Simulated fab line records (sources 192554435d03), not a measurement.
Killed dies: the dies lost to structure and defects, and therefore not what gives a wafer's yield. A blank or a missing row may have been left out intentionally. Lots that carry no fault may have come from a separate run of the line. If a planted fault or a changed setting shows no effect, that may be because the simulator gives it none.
Chamber matching    flow n5-finfet    3 sister chambers for N5_BEOL_M3_ILD_DEP_00 on pecvd-02
The step deposits SiOC from DEMS/O2, target thk 79 nm, time 15.3 s. 6 wafers are shown with their chamber, then 7 later ones without.

WAFERS WITH THEIR CHAMBER
wafer   chamber  throttle-valve-pct (%)  heater-power-w (W)
L757.1  2        11.1                    386
L757.6  1        12.5                    512
L758.1  1        12.7                    523
L758.4  2        11.3                    393
L760.3  0        12.9                    504
L760.4  0        12.6                    509

WAFERS WITHOUT THEIR CHAMBER
wafer   throttle-valve-pct (%)  heater-power-w (W)
L760.5  12.9                    431
L761.2  11.6                    463
L761.3  12.8                    493
L761.5  11.3                    458
L762.2  12.6                    495
L762.5  12.5                    476
L762.6  12.7                    495

CHAMBER TAKEN BY EACH
wafer   from the rows above           in truth
L760.5  can't be placed: 2 or 0       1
L761.2  can't be placed: 0 or 1       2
L761.3  0                             0
L761.5  can't be placed: 2 or 0 or 1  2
L762.2  can't be placed: 0 or 1       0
L762.5  can't be placed: 0 or 1       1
L762.6  can't be placed: 0 or 1       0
Correct placement for 1 of the 7. Unplaceable from these rows: 6, with the true chamber sitting among the candidates in 4. Placed wrongly: 0.
How it was worked out, from the rows above alone: a wafer's distance from a chamber is the root of the sum, over the readings, of the square of ((its reading less the chamber's mean) divided by the reading's scatter). If the next closest chamber is less than 2 further off than the closest, the wafer can't be placed; otherwise it belongs to the closest. A chamber's mean is the mean of its shown wafers. The scatter: the root of (the sum of the squares of (reading less its chamber's mean) over the shown wafers, divided by (wafers less chambers)).
